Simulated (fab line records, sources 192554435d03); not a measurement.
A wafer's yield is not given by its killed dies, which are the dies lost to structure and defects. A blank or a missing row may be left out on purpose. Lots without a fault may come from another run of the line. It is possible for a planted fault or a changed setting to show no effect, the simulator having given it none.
fab line records	flow n5_finfet	part 2 of 2: steps 5 to 6 of 6
record lots=24	wafers=72	last_day=19
route steps=1938 shown SD_EPI_P@311 SD_ACTIVATION@330 HKMG_FIN@406
lots untouched by any fault: they come from a run of this same line in which no faults occurred
start_h: the number of hours between the record's first day and the start of the first shown wafer of the lot	wait_h: hours since the lot's step before	" unchanged from the row above	L1.1+2: one row covering several wafers at once	- either no value or no given start	* or withheld: withheld	< > ~ a bound
route shown NAME@n: names a module that has steps shown in the file, with the first one's number in the route	usual: mean/standard deviation of fault-free wafers	same: alike in all rows	chamber/n: place in a boat	sites: each site's reading	_std_site: standard deviation of those values	_edge_site: inner sites' mean taken away from outer sites' mean	radius_mm: for every site, how far away it sits from the centre of the wafer	mask NAME#n: copy n	behind: the tool/chamber that last shaped the wafer	hold: the reason the lot was held/the length of the hold in hours/how it ended	device: transistor that didn't switch, given as n, p or np	end of line: tests run on the same wafers once the route is complete	step lacking rows: just its recipe	killed: the dies lost at the first sort to structure and to defects; this is not the yield of the wafer	map: a wafer's dies, marking killed ones x, the rest . and places with no die _
set.NAME: the setting that was run; set.NAME@STEP: the one run at that earlier step	model.NAME: the simulator's own value behind a step, which no gauge read
route steps across a sampled set of lots; one table per step, one row per wafer
services: when a tool's chamber went out of use (start_h, in hours from the record's first day, below 0 if earlier), for how many hours, and the reason
## steps
# step N5_HKMG_FIN_OVL_MEAS_13
# recipe points_per_wafer=44
# usual NWFM_OVL=-0.3/0.87
lot.wafer	tool	chamber	start_h	wait_h	NWFM_OVL[nm]
L074.1	overlay-02	0	76.17	0.1	-0.4
L074.2	"	0	"	"	-1.9
L074.3	"	0	"	"	0.1
L075.1	overlay-01	0	82.41	0.0	-0.3
L075.4	"	0	"	"	-0.4
L075.5	"	0	"	"	-1.1
L076.1	overlay-01	0	86.25	0.0	-1.0
L076.5	"	0	"	"	-0.3
L076.6	"	0	"	"	-1.3
L077.2	overlay-01	0	93.36	0.0	-0.2
L077.3	"	0	"	"	-1.0
L077.6	"	0	"	"	-0.8
L078.2	overlay-01	0	100.62	0.0	-1.2
L078.5	"	0	"	"	-0.1
L078.6	"	0	"	"	0.1
L079.3	overlay-01	0	106.64	0.0	1.3
L079.4	"	0	"	"	-0.5
L079.6	"	0	"	"	-0.2
L080.1	overlay-01	0	110.51	0.0	0.4
L080.2	"	0	"	"	-0.9
L080.6	"	0	"	"	-0.7
L081.1	overlay-02	0	121.70	0.0	0.2
L081.3	"	0	"	"	1.1
L081.6	"	0	"	"	-1.1
L082.1	overlay-02	0	125.40	0.0	-2.0
L082.2	"	0	"	"	-0.4
L082.6	"	0	"	"	-1.4
L083.1	overlay-02	0	133.55	0.0	1.2
L083.3	"	0	"	"	-0.2
L083.5	"	0	"	"	0.3
L084.1	overlay-02	0	136.68	0.0	-1.4
L084.2	"	0	"	"	-1.5
L084.5	"	0	"	"	-1.8
L085.1	overlay-02	0	148.25	0.0	0.2
L085.2	"	0	"	"	-1.7
L085.6	"	0	"	"	-0.8
L086.1	overlay-02	0	151.78	0.1	0.6
L086.4	"	0	"	"	-0.3
L086.5	"	0	"	"	-0.5
L087.1	overlay-02	0	158.15	0.0	-0.8
L087.5	"	0	"	"	0.4
L087.6	"	0	"	"	-0.1
L088.1	overlay-02	0	159.11	0.0	-0.7
L088.2	"	0	"	"	0.7
L088.5	"	0	"	"	0.1
L089.1	overlay-02	0	164.91	0.0	-1.5
L089.2	"	0	"	"	-0.9
L089.5	"	0	"	"	-0.6
L090.1	overlay-01	0	169.19	0.0	1.0
L090.4	"	0	"	"	0.4
L090.5	"	0	"	"	1.0
L091.3	overlay-02	0	177.63	0.0	-1.0
L091.4	"	0	"	"	0.3
L091.5	"	0	"	"	-1.4
L092.1	overlay-02	0	181.01	0.0	-0.1
L092.3	"	0	"	"	-1.2
L092.5	"	0	"	"	-0.7
L093.3	overlay-01	0	187.60	0.0	-0.1
L093.5	"	0	"	"	0.4
L093.6	"	0	"	"	0.8
L094.1	overlay-02	0	195.26	0.0	-1.1
L094.2	"	0	"	"	-0.8
L094.4	"	0	"	"	-0.4
L095.2	overlay-01	0	200.24	0.0	-1.8
L095.5	"	0	"	"	-1.6
L095.6	"	0	"	"	-1.6
L096.1	overlay-01	0	204.58	0.0	0.2
L096.2	"	0	"	"	-0.8
L096.3	"	0	"	"	-0.1
L097.2	overlay-01	0	212.08	0.0	0.7
L097.4	"	0	"	"	1.3
L097.6	"	0	"	"	0.0
# step N5_HKMG_FIN_DESCUM_17
# recipe chemistry=O2	time_s=7.9	source_power_w=50	bias_power_w=20	pressure_mtorr=20	rf_frequency_hz=2.712e+07	temp_c=40	resist=CAR-ArF	o2_flow_sccm=225
# usual drypump_motor_current_A=5.9/0.37	oes_product_au=0.80/0.084	rf_vpp_V=243.5/1.7	showerhead_plenum_p_Torr=2.12/0.1	throttle_valve_pct=20.33/0.16
# same time_s=7.9
lot.wafer	tool	chamber	start_h	wait_h	drypump_motor_current_A	oes_product_au	rf_hours_counter_h	rf_vpp_V	showerhead_plenum_p_Torr	throttle_valve_pct
L074.1	rie_diel-02	0	76.23	0.0	5.3	0.95	2	246.5	2.23	20.11
L074.2	"	1	"	"	5.5	0.85	47	246.0	2.21	20.28
L074.3	"	3	"	"	5.9	0.76	152	243.8	2.18	20.18
L075.1	rie_diel-02	3	82.49	0.0	5.9	0.76	154	243.8	2.18	20.17
L075.4	"	2	"	"	6.4	0.69	215	244.6	2.06	20.51
L075.5	"	0	"	"	5.3	0.94	-	245.6	2.23	20.10
L076.1	rie_diel-05	1	86.31	0.0	5.4	0.78	106	239.7	1.93	20.44
L076.5	"	3	"	"	6.3	0.72	-	244.4	2.17	20.61
L076.6	"	0	"	"	5.5	0.78	-	245.0	2.18	20.19
L077.2	rie_diel-04	1	93.42	0.0	6.1	0.75	178	242.8	1.99	20.18
L077.3	"	3	"	"	6.0	0.76	170	242.0	2.09	20.30
L077.6	"	2	"	"	6.1	0.92	-	242.5	2.04	20.46
L078.2	rie_diel-02	0	100.75	0.1	5.3	0.92	9	245.7	2.23	20.11
L078.5	"	3	"	"	5.9	0.75	-	243.6	2.18	20.18
L078.6	"	2	"	"	6.4	0.68	-	242.5	2.06	20.53
L079.3	rie_diel-04	1	106.98	0.3	6.1	0.75	185	241.5	1.99	20.17
L079.4	"	3	"	"	6.0	0.75	175	244.1	2.09	20.31
L079.6	"	0	"	"	6.4	0.94	-	244.0	2.24	20.17
L080.1	rie_diel-02	3	110.56	0.0	5.9	0.74	164	244.7	2.17	20.19
L080.2	"	1	"	"	5.4	0.85	58	245.3	2.21	20.28
L080.6	"	1	"	"	5.4	0.83	-	246.3	2.21	20.29
L081.1	rie_diel-04	3	121.94	0.2	6.0	0.75	180	242.1	2.08	20.32
L081.3	"	2	"	"	6.1	0.90	36	241.4	2.03	20.46
L081.6	"	3	"	"	6.0	0.75	-	243.6	2.08	20.32
L082.1	rie_diel-04	1	125.46	0.0	6.1	0.74	192	241.4	1.98	20.19
L082.2	"	3	"	"	6.0	0.75	181	242.6	2.08	20.32
L082.6	"	0	"	"	6.4	0.92	-	245.8	2.24	20.20
L083.1	rie_diel-05	0	133.96	0.4	5.6	0.76	149	245.0	2.18	20.22
L083.3	"	3	"	"	6.3	0.71	223	244.7	2.16	20.64
L083.5	"	0	"	"	5.6	0.77	-	244.4	2.18	20.21
L084.1	rie_diel-05	1	136.74	0.0	5.4	0.76	125	242.6	1.92	20.48
L084.2	"	3	"	"	6.3	0.71	224	245.0	2.16	20.64
L084.5	"	3	"	"	6.3	0.71	-	242.9	2.16	20.63
L085.1	rie_diel-04	2	148.30	0.0	6.1	0.88	45	240.9	2.03	20.50
L085.2	"	0	"	"	6.4	0.91	33	244.7	2.24	20.19
L085.6	"	3	"	"	5.9	0.74	-	242.6	2.08	20.32
L086.1	rie_diel-05	2	151.84	0.0	5.8	0.95	4	244.7	2.24	20.28
L086.4	"	0	"	"	5.5	0.75	156	244.5	2.18	20.22
L086.5	"	2	"	"	5.8	0.96	-	244.3	2.24	20.28
L087.1	rie_diel-04	1	158.21	0.0	6.1	0.73	202	241.5	1.98	20.24
L087.5	"	3	"	"	6.0	0.73	-	243.1	2.08	20.33
L087.6	"	0	"	"	6.4	0.90	-	244.5	2.23	20.20
L088.1	rie_diel-02	2	159.17	0.0	6.4	0.66	238	241.3	2.06	20.56
L088.2	"	1	"	"	5.4	0.82	75	244.6	2.20	20.32
L088.5	"	1	"	"	5.4	0.82	-	245.1	2.20	20.30
L089.1	rie_diel-02	3	165.20	0.3	5.9	0.73	182	243.4	2.17	20.23
L089.2	"	1	"	"	5.5	0.82	76	245.3	2.20	20.32
L089.5	"	1	"	"	5.5	0.83	-	244.0	2.20	20.31
L090.1	rie_diel-02	1	169.24	0.0	5.5	0.82	77	244.7	2.20	20.31
L090.4	"	3	"	"	5.9	0.73	183	244.5	2.17	20.22
L090.5	"	0	"	"	5.3	0.86	-	245.6	2.22	20.13
L091.3	rie_diel-02	3	177.69	0.0	5.9	0.73	185	242.8	2.17	20.24
L091.4	"	0	"	"	5.3	0.86	36	246.9	2.22	20.17
L091.5	"	2	"	"	6.4	0.67	-	243.0	2.05	20.57
L092.1	rie_diel-05	0	181.06	0.0	5.5	0.75	165	242.4	2.17	20.22
L092.3	"	1	"	"	5.4	0.75	138	240.0	1.92	20.50
L092.5	"	2	"	"	5.8	0.91	-	245.4	2.23	20.28
L093.3	rie_diel-04	1	187.66	0.0	6.1	0.72	214	241.5	1.98	20.24
L093.5	"	3	"	"	6.0	0.73	-	241.5	2.08	20.36
L093.6	"	0	"	"	6.4	0.89	-	245.4	2.23	20.24
L094.1	rie_diel-04	1	195.59	0.3	6.1	0.73	216	241.8	1.98	20.23
L094.2	"	3	"	"	6.0	0.72	205	243.7	2.07	20.37
L094.4	"	2	"	"	6.1	0.86	62	242.8	2.03	20.52
L095.2	rie_diel-05	1	200.34	0.1	5.4	0.76	143	239.9	1.92	20.50
L095.5	"	1	"	"	5.4	0.76	-	241.0	1.92	20.50
L095.6	"	2	"	"	5.8	0.91	-	244.8	2.23	20.29
L096.1	rie_diel-04	1	204.65	0.0	6.1	0.72	221	240.7	1.97	20.27
L096.2	"	2	"	"	6.1	0.86	66	243.0	2.02	20.51
L096.3	"	0	"	"	6.4	0.89	52	246.3	2.23	20.23
L097.2	rie_diel-05	0	212.13	0.0	5.5	0.75	174	244.7	2.17	20.25
L097.4	"	3	"	"	6.3	0.70	248	245.7	2.15	20.65
L097.6	"	3	"	"	6.3	0.69	-	242.7	2.15	20.66
## services
tool	chamber	start_h	hours	kind
rie_diel-05	3	33.07	9.2	repair
rie_diel-04	0	35.14	-	clean
rie_diel-04	0	35.14	-	consumable_replace:focus_ring
rie_diel-04	0	35.14	-	consumable_replace:showerhead
rie_diel-04	0	35.14	17.0	scheduled_down
rie_diel-04	0	35.14	17.0	vent_cycle
rie_diel-02	0	52.92	-	clean
rie_diel-05	2	60.80	8.2	repair
ald_metal-02	3	68.09	3.5	repair
rie_diel-02	-	85.35	0.4	repair
ald_metal-01	3	91.81	9.8	repair
rie_diel-03	3	91.98	1.4	repair
ald_metal-01	-	100.38	0.9	repair
rie_diel-03	-	110.52	4.3	pm
rie_diel-02	2	113.74	6.6	repair
rie_diel-03	0	122.22	3.0	repair
rie_diel-03	0	125.87	9.6	repair
ald_metal-01	-	131.81	8.7	pm
rie_diel-01	0	135.30	1.6	repair
rie_diel-06	2	146.56	6.0	repair
rie_diel-03	2	152.31	9.3	repair
ald_metal-03	-	163.31	12.9	repair
rie_diel-03	1	174.66	6.3	repair
rie_diel-01	0	210.39	10.2	repair
